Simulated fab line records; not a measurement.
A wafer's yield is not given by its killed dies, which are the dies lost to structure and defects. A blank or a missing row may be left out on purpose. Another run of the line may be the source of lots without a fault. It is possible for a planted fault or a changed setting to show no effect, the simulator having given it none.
Split-lot experiment ; flow n5-finfet ; 21 wafers read across 7 lots, on a route 1938 steps long

## THE SPLIT
At N5_PASSIVATION_AL_DEP_21 (deposits Al, target thk 2800 nm, time 170 s), the setting time-s was moved away from the recipe's 170 s on 5 of the 21 wafers read, by +7.6% to +12.7%. All remaining wafers had this setting at the recipe value.

Reading taken at the split's own step.

## THE READING
Al_of_PASSIVATION_AL_DEP_21.thk-nm (the simulator's own value, which no gauge read), in nm, at N5_PASSIVATION_AL_DEP_21 (deposits Al, target thk 2800 nm, time 170 s). No usual value for it is given in the file. Average 2802 nm, standard deviation 27 nm, over the 16 wafers here run with the recipe.

wafer;tool, chamber at the split;time-s as run, s;against the recipe;Al_of_PASSIVATION_AL_DEP_21.thk-nm, nm;against lot-mates on the recipe
L074.1;pvd-sputter-03, -;170;recipe;2832;-
L074.3;pvd-sputter-03, -;170;recipe;2816;-
L074.5;pvd-sputter-03, -;170;recipe;2846;-
L075.2;pvd-sputter-03, -;191.6;+12.7%;3141;+356
L075.3;pvd-sputter-03, -;170;recipe;2763;-
L075.5;pvd-sputter-03, -;170;recipe;2807;-
L079.2;pvd-sputter-01, -;190.9;+12.3%;3128;+347
L079.3;pvd-sputter-01, -;170;recipe;2792;-
L079.4;pvd-sputter-01, -;170;recipe;2770;-
L080.1;pvd-sputter-03, -;182.9;+7.6%;2996;+204
L080.2;pvd-sputter-03, -;170;recipe;2792;-
L080.6;pvd-sputter-03, -;182.9;+7.6%;2976;+184
L083.1;pvd-sputter-02, -;170;recipe;2784;-
L083.3;pvd-sputter-02, -;170;recipe;2779;-
L083.6;pvd-sputter-02, -;170;recipe;2768;-
L084.1;pvd-sputter-03, -;170;recipe;2831;-
L084.2;pvd-sputter-03, -;170;recipe;2842;-
L084.3;pvd-sputter-03, -;170;recipe;2832;-
L096.1;pvd-sputter-03, -;184.7;+8.6%;3026;+234
L096.3;pvd-sputter-03, -;170;recipe;2801;-
L096.4;pvd-sputter-03, -;170;recipe;2784;-

THE FIT
A straight line over all 21 wafers: Al_of_PASSIVATION_AL_DEP_21.thk-nm changes by +26 nm for each +1% of time-s; r = +0.98; the points scatter about the line by 25 nm.
The same after taking each lot's own level away (the mean of its wafers on the recipe; 21 wafers): +27.4 nm for each +1%; r = +1.00; scatter 12 nm.
The reading moves by 3.5e+02 nm for the largest change in time-s, on that fit.
From 2777.0 to 2835.0 nm: that is the span of the lots' own levels, equal to 2.2 times the standard deviation above.
Consequently the slope shifts little with the lot-to-lot level, the two slopes agreeing.
Check: +344 nm against its lot-mates is what the line predicts for one of the wafers moved furthest among these (+12.7%) when that wafer is left out of the fit. Against them it came out at +356 nm.

## OTHER SPLITS ON THESE WAFERS
Before the reading, these wafers also passed through other splits. Each is held against what the fit with the lots' levels taken away leaves over:
other split on the same wafers;wafers away from the commonest value;r with Al_of_PASSIVATION_AL_DEP_21.thk-nm (lot level and that fit taken away)
N5_BEOL_M14_PEB_26 peb-temp-c;9;-0.35
N5_BEOL_M14_ETCH_68 time-s;6;-0.02
N5_BEOL_M15_EXPOSE_25 dose-mj;6;-0.32
N5_BEOL_M15_PEB_26 peb-time-s;6;+0.00

## THE FILE'S OWN FIT
Al_of_PASSIVATION_AL_DEP_21.thk-nm changes by +27.6 nm for each +1% of time-s, r = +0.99.
